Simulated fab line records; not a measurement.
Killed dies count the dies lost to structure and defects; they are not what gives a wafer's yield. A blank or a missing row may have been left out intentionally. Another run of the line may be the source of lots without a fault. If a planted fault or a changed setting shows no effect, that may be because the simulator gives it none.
Struck lot and sound lot, side by side ; flow n5_finfet ; 41 steps out of a route of 1938
Sound: wafers L460.1, L460.3, L460.6. Struck: wafer L475.6 (left out: L475.3, a lot-mate that was not struck); the cause follows at the end.
Each step with rows lists, per side, the tool, then ch with its chambers, then its first start. Under that, the readings that differ: sound wafers ; struck wafers ; difference of the means ; sigmas: that difference in standard deviations of wafers without a fault.
alike: readings whose means differ by less than 2 such deviations, and words and numbers that are the same on both sides. not compared: withheld readings, readings that some wafer has no value for, bounds like >300 that may hide the same value, and numbers for which the record gives no deviation and whose values overlap.
The two part at a step that has a row with sigmas, a row that says differs or no value, or rows on one side only. Numbers that have no deviation but don't overlap get no sigmas and don't part them. A reading that every wafer of one side lacks parts them only if that side has two wafers or more.

first, 3 steps without rows for these wafers: N5_BEOL_M9_TRENCH_ETCH_37 (etches SiCOH lowk in C4F6/O2, target depth 151.43 nm, time 49 s); N5_BEOL_M9_ETCH_41 (etches SiCN in CH3F/O2, target depth 36.6 nm, time 70.1 s); N5_BEOL_M9_STRIP_80 (strips in N2/H2, time 10 s).
N5_BEOL_M9_OCD_MEAS_38:
  sound on ocd-01 at day 11 21:20; struck on ocd-01 at day 15 08:15
  alike: trench_depth_nm
then, 4 steps without rows for these wafers: N5_BEOL_M9_HM_STRIP_39 (strips TiN in peroxide tin strip, target depth 25 nm, time 158 s); N5_BEOL_M9_SRD_40 (time 30 s); N5_BEOL_M9_PRECLEAN_42 (cleans in residue remover, time 60 s); N5_BEOL_M9_SRD_43 (time 30 s).
N5_BEOL_M9_CD_MEAS_35: target cd 70 nm, target cd y 40 nm.
  sound on cd_sem-01 at day 11 21:30; struck on cd_sem-02 at day 15 08:24
  alike: cd_nm
then, 2 steps without rows for these wafers: N5_BEOL_M9_CURE_72 (cures SiCOH lowk, time 120 s); N5_BEOL_M9_DEGAS_44 (time 60 s).
N5_BEOL_M9_PRE_CLEAN_45: time 30 s.
  sound on pvd_sputter-01 at day 11 21:59; struck on pvd_sputter-02 at day 15 08:58
  alike: heater_power_w
N5_BEOL_M9_ALD_74: deposits TaN, target thk 2 nm, pulse time 2 s, purge time 3 s.
  sound on ald_metal-03 ch 0,2,3, day 11 22:02; struck on ald_metal-03 ch 0, day 15 09:01
  alike: heater_power_w, precursor_vessel_carrier_sccm
then, 2 steps without rows for these wafers: N5_BEOL_M9_SURFACE_TREAT_79; N5_BEOL_M9_CVD_78 (deposits Co from CCTBA/H2, target thk 2 nm, time 138.9 s).
N5_BEOL_M9_SPUTTER_48: material Cu, target thk 12 nm, time 2 s.
  sound on pvd_sputter-03 at day 11 22:30; struck on pvd_sputter-02 at day 15 09:38
  alike: throttle_valve_pct
then, 1 step without rows for these wafers: N5_BEOL_M9_ECD_50 (material Cu, target thk 318 nm).
N5_BEOL_M9_ANNEAL_51: time 90 s.
  sound on rtp_anneal-01 ch 0, day 11 22:47; struck on rtp_anneal-02 ch 0, day 15 10:20
  alike: wafer_temp_C_max
then, 1 step without rows for these wafers: N5_BEOL_M9_CMP_52 (polishes, stops on SiCOH lowk, t overpolish 7 s, target thk 140 nm).
N5_BEOL_M9_THK_MEAS_53: measures by xrf.
  sound on film_metro-01 at day 11 23:23; struck on film_metro-01 at day 15 10:50
  alike: M9_THK
then, 2 steps without rows for these wafers: N5_BEOL_M9_PRE_CLEAN_55 (time 15 s); N5_BEOL_M9_DEP_56 (deposits SiCN from 3MS/NH3, target thk 15 nm, time 26.5 s).
N5_BEOL_M9_RS_MEAS_57: the measuring method here is four-point-probe.
  sound on film_metro-02 at day 11 23:31; struck on film_metro-02 at day 15 10:58
  alike: M9_RS
N5_BEOL_M10_ILD_DEP_00: deposits SiCOH lowk from DEMS/porogen, target thk 308.51 nm, time 58 s.
  sound on pecvd-03 ch 0,1,2, day 11 23:35; struck on pecvd-01 ch 0, day 15 11:01
  alike: heater_power_w, showerhead_plenum_p_Torr, throttle_valve_pct
then, 1 step without rows for these wafers: N5_BEOL_M10_CURE_71 (cures SiCOH lowk, time 240 s).
N5_BEOL_M10_THK_MEAS_01:
  sound on film_metro-02 at day 12 00:10; struck on film_metro-02 at day 15 11:50
  alike: M10_ILD_THK
then, 1 step without rows for these wafers: N5_BEOL_M10_PECVD_70 (deposits SiO2 from TEOS/O2, target thk 20 nm, time 22.7 s).
N5_BEOL_M10_HM_DEP_02: deposits TiN, target thk 20 nm.
  sound on pvd_sputter-03 at day 12 01:30; struck on pvd_sputter-03 at day 15 13:39
reading;sound;struck;difference;sigmas
throttle_valve_pct (%);29.5 27.4 29.4;31.2;+2.4;+2
then, 8 steps without rows for these wafers: N5_BEOL_M10_COAT_59 (time 60 s, resist thk 100 nm); N5_BEOL_M10_COAT_60 (time 60 s, resist thk 30 nm); N5_BEOL_M10_COAT_05 (resist thk 90 nm); N5_BEOL_M10_EBR_07; N5_BEOL_M10_SOFTBAKE_06 (time 60 s); N5_BEOL_M10_EXPOSE_08 (exposes mask M10); N5_BEOL_M10_PEB_09 (peb time 60 s); N5_BEOL_M10_DEVELOP_10 (develop time 30 s).
N5_BEOL_M10_CD_MEAS_11: target cd 64.1 nm.
  sound on cd_sem-03 ch 0, day 12 01:59; struck on cd_sem-01 ch 0, day 15 14:02
  alike: cd_nm
N5_BEOL_M10_OVL_MEAS_12:
  sound on overlay-02 ch 0, day 12 02:01; struck on overlay-02 ch 0, day 15 14:04
  alike: M10_OVL
then, 2 steps without rows for these wafers: N5_BEOL_M10_DESCUM_16 (chemistry O2, time 7.9 s); N5_BEOL_M10_ETCH_61 (etches SiARC in CF4, target depth 39 nm, time 65 s).
-- record jumps: 2 days separate the struck wafers' starts on either side; left off in module BEOL_M10, taken up again in module PASSIVATION, whose first shown step is the route's number 1936 --
N5_PASSIVATION_PROBE_49:
  sound on prober-01 at day 14 08:52; struck on prober-01 at day 17 19:20
reading;sound;struck;difference;sigmas
defect_limited_yield (%);91.9 91.7 91.9;83.8;-8.0;-6
killed_at_M4_up;10 10 19;125;+112;+22
killed_dies;96 98 95;191;+95;+6
killed_on_rim;12 16 7;27;+15;+4
sort_bin_5_function (%);4.6 5.1 5.0;10.1;+5.2;+6
sort_n_pass;1084 1082 1085;989;-95;-6
sort_yield_pct (%);91.9 91.7 91.9;83.8;-8.0;-5
  alike: killed_at_M0_to_M3, killed_at_contacts, killed_at_front_end, killed_at_other, killed_open, killed_short, sort_bin_6_memory

WHERE THEY PART
Last at N5_PASSIVATION_PROBE_49 as far as this record goes, first at N5_BEOL_M10_HM_DEP_02.

WHY: what had been put in by the simulator
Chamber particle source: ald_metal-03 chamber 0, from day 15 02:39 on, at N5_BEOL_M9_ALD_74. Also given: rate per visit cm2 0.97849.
